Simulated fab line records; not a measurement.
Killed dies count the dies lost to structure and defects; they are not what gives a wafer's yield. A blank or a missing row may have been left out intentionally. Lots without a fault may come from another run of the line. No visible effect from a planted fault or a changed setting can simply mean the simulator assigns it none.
Lot-split experiment / flow n5 finfet / on a route of 1938 steps: 7 lots, 21 wafers read

== ON THE SPLIT ==
At N5_BEOL_M13_COAT_58 (time 60 s, resist thk 89 nm), the setting spin rpm was moved away from the recipe's 1500 rpm on 10 of the 21 wafers read, by -9.1% to +3.6%. The other wafers ran this setting at the recipe's value.

== FROM THE SPLIT TO THE READING: what the file shows between them, 3 steps ==
- N5_BEOL_M13_COAT_04: resist thk 400 nm
- N5_BEOL_M13_EBR_06
- N5_BEOL_M13_DESCUM_15: chemistry O2, time 7.9 s

== THE READING ==
etch.depth nm (the simulator's own value, which no gauge read), in nm, at N5_BEOL_M13_ETCH_59 (etches BARC in N2/H2, target depth 89 nm, overetch 26.7 nm, time 67.9 s). The file does not state a usual value for it. Here, 11 wafers ran the recipe; their average is 89.27 nm with a standard deviation of 0.28 nm.

wafer=L077.1; tool, chamber at the split=litho track-05, 0; spin rpm as run, rpm=1394; against the recipe=-7.1%; etch.depth nm, nm=92.32; against lot-mates on the recipe=+2.97
wafer=L077.2; tool, chamber at the split=litho track-05, 0; spin rpm as run, rpm=1500; against the recipe=recipe; etch.depth nm, nm=89.26; against lot-mates on the recipe=-
wafer=L077.4; tool, chamber at the split=litho track-05, 0; spin rpm as run, rpm=1500; against the recipe=recipe; etch.depth nm, nm=89.43; against lot-mates on the recipe=-
wafer=L079.2; tool, chamber at the split=litho track-05, 0; spin rpm as run, rpm=1500; against the recipe=recipe; etch.depth nm, nm=89.56; against lot-mates on the recipe=-
wafer=L079.3; tool, chamber at the split=litho track-05, 0; spin rpm as run, rpm=1500; against the recipe=recipe; etch.depth nm, nm=89.57; against lot-mates on the recipe=-
wafer=L079.4; tool, chamber at the split=litho track-05, 0; spin rpm as run, rpm=1553; against the recipe=+3.5%; etch.depth nm, nm=87.83; against lot-mates on the recipe=-1.73
wafer=L078.2; tool, chamber at the split=litho track-01, 0; spin rpm as run, rpm=1500; against the recipe=recipe; etch.depth nm, nm=89.57; against lot-mates on the recipe=-
wafer=L078.3; tool, chamber at the split=litho track-01, 0; spin rpm as run, rpm=1554; against the recipe=+3.6%; etch.depth nm, nm=88.07; against lot-mates on the recipe=-1.47
wafer=L078.6; tool, chamber at the split=litho track-01, 0; spin rpm as run, rpm=1500; against the recipe=recipe; etch.depth nm, nm=89.5; against lot-mates on the recipe=-
wafer=L087.1; tool, chamber at the split=litho track-04, 0; spin rpm as run, rpm=1500; against the recipe=recipe; etch.depth nm, nm=89.1; against lot-mates on the recipe=-
wafer=L087.2; tool, chamber at the split=litho track-04, 0; spin rpm as run, rpm=1500; against the recipe=recipe; etch.depth nm, nm=89.02; against lot-mates on the recipe=-
wafer=L087.6; tool, chamber at the split=litho track-04, 0; spin rpm as run, rpm=1500; against the recipe=recipe; etch.depth nm, nm=89.11; against lot-mates on the recipe=-
wafer=L090.1; tool, chamber at the split=litho track-05, 0; spin rpm as run, rpm=1364; against the recipe=-9.1%; etch.depth nm, nm=93.56; against lot-mates on the recipe=+4.31
wafer=L090.5; tool, chamber at the split=litho track-05, 0; spin rpm as run, rpm=1364; against the recipe=-9.1%; etch.depth nm, nm=93.51; against lot-mates on the recipe=+4.26
wafer=L090.6; tool, chamber at the split=litho track-05, 0; spin rpm as run, rpm=1500; against the recipe=recipe; etch.depth nm, nm=89.25; against lot-mates on the recipe=-
wafer=L092.1; tool, chamber at the split=litho track-01, 0; spin rpm as run, rpm=1428; against the recipe=-4.8%; etch.depth nm, nm=91.41; against lot-mates on the recipe=no lot-mate on the recipe
wafer=L092.5; tool, chamber at the split=litho track-01, 0; spin rpm as run, rpm=1428; against the recipe=-4.8%; etch.depth nm, nm=91.12; against lot-mates on the recipe=no lot-mate on the recipe
wafer=L092.6; tool, chamber at the split=litho track-01, 0; spin rpm as run, rpm=1428; against the recipe=-4.8%; etch.depth nm, nm=91.14; against lot-mates on the recipe=no lot-mate on the recipe
wafer=L095.3; tool, chamber at the split=litho track-01, 0; spin rpm as run, rpm=1500; against the recipe=recipe; etch.depth nm, nm=88.64; against lot-mates on the recipe=-
wafer=L095.4; tool, chamber at the split=litho track-01, 0; spin rpm as run, rpm=1406; against the recipe=-6.3%; etch.depth nm, nm=91.58; against lot-mates on the recipe=+2.94
wafer=L095.5; tool, chamber at the split=litho track-01, 0; spin rpm as run, rpm=1406; against the recipe=-6.3%; etch.depth nm, nm=91.7; against lot-mates on the recipe=+3.06

THE FIT
A straight line over all 21 wafers: etch.depth nm changes by -0.427 nm for each +1% of spin rpm; r = -0.99; the points scatter about the line by 0.29 nm.
The same after taking each lot's own level away (the mean of its wafers on the recipe; 18 wafers): -0.463 nm for each +1%; r = -1.00; scatter 0.11 nm.
The reading moves by 4.2 nm for the largest change in spin rpm, on that fit.
The lots' own levels span 88.640 to 89.565 nm, that is 3.3 times the standard deviation above.
So the lot-to-lot level changes the slope little: the two slopes agree.
Check: with one of the wafers moved furthest among these (-9.1%) left out of the fit, the line predicts +4.17 nm for it against its lot-mates. It came out at +4.31 nm against them.

== ADDITIONAL SPLITS CARRIED BY THESE WAFERS ==
Note: prior to the reading, these wafers also went through further splits. Each is held against what the fit with the lots' levels taken away leaves over:
other split on the same wafers=N5_BEOL_M11_DESCUM_16 time s; wafers away from the commonest value=4; r with etch.depth nm (lot level and that fit taken away)=-0.11
other split on the same wafers=N5_BEOL_M11_ETCH_62 time s; wafers away from the commonest value=10; r with etch.depth nm (lot level and that fit taken away)=-0.24
other split on the same wafers=N5_BEOL_M11_ETCH_66 time s; wafers away from the commonest value=9; r with etch.depth nm (lot level and that fit taken away)=+0.16
other split on the same wafers=N5_BEOL_M11_VIA_ETCH_34 time s; wafers away from the commonest value=7; r with etch.depth nm (lot level and that fit taken away)=-0.47
other split on the same wafers=N5_BEOL_M13_ILD_DEP_00 time s; wafers away from the commonest value=8; r with etch.depth nm (lot level and that fit taken away)=-0.60

== THE WHOLE CHAIN: every reading that the file lists as answering this split, in the file's order ==
step=N5_BEOL_M13_COAT_58; what it does=time 60 s, resist thk 89 nm; reading=BARC_of_BEOL_M13_COAT_58.thk nm (the simulator's own value, which no gauge read); change (the file's fit)=-0.469 nm for each +1% of the setting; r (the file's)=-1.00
step=N5_BEOL_M13_ETCH_59; what it does=etches BARC in N2/H2, target depth 89 nm, overetch 26.7 nm, time 67.9 s; reading=etch.depth nm (the simulator's own value, which no gauge read); change (the file's fit)=-0.458 nm for each +1% of the setting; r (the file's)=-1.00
step=N5_BEOL_M13_STRIP_64; what it does=strips in N2/H2; reading=strip time to endpoint s; change (the file's fit)=withheld for each +1% of the setting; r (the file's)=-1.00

== THE FILE'S OWN FIT ==
etch.depth nm changes by -0.458 nm for each +1% of spin rpm, r = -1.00.
